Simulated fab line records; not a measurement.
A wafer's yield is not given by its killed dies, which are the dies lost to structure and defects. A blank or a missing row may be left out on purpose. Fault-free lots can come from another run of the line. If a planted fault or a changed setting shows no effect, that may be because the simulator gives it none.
Chamber matching    flow n5_finfet    N5_MOL_CONTACT_COAG_ETCH_124 on rie_diel-01: 4 sister chambers
The step etches SiNx in CH3F/O2, stops on SiOC, target depth 6.5 nm. 4 wafers are shown with their chamber, then 7 later ones without.

## WAFERS WITH THEIR CHAMBER
wafer   chamber  showerhead_plenum_p_Torr (Torr)
L080.5  2        2.06
L083.5  0        1.96
L086.2  3        2.01
L086.3  1        2.00

## WAFERS MISSING THEIR CHAMBER
wafer   showerhead_plenum_p_Torr (Torr)
L086.4  2.06
L092.1  2.00
L092.2  1.99
L092.6  1.99
L093.3  1.95
L093.4  1.99
L093.5  2.00

## CHAMBER TAKEN BY EACH
wafer   from the rows above      in truth
L086.4  2                        2
L092.1  can't be placed: 1 or 3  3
L092.2  can't be placed: 1 or 3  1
L092.6  can't be placed: 1 or 3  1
L093.3  0                        0
L093.4  can't be placed: 1 or 3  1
L093.5  can't be placed: 1 or 3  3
Placed correctly: 2 of 7. Cannot be placed on the basis of these rows: 5; the candidates contain the true chamber in 5. Number placed wrongly: 0.
How it was worked out, from the rows above alone: a wafer's distance from a chamber is the root of the sum, over the readings, of the square of ((its reading less the chamber's mean) divided by the reading's scatter). The wafer belongs to the nearest chamber; if the next one is less than 2 further off, it can't be placed. For every chamber, the mean is computed from those of its wafers that are shown. The scatter: root of mean squared gap, hidden wafer to nearest shown wafer, with one shown wafer a chamber.
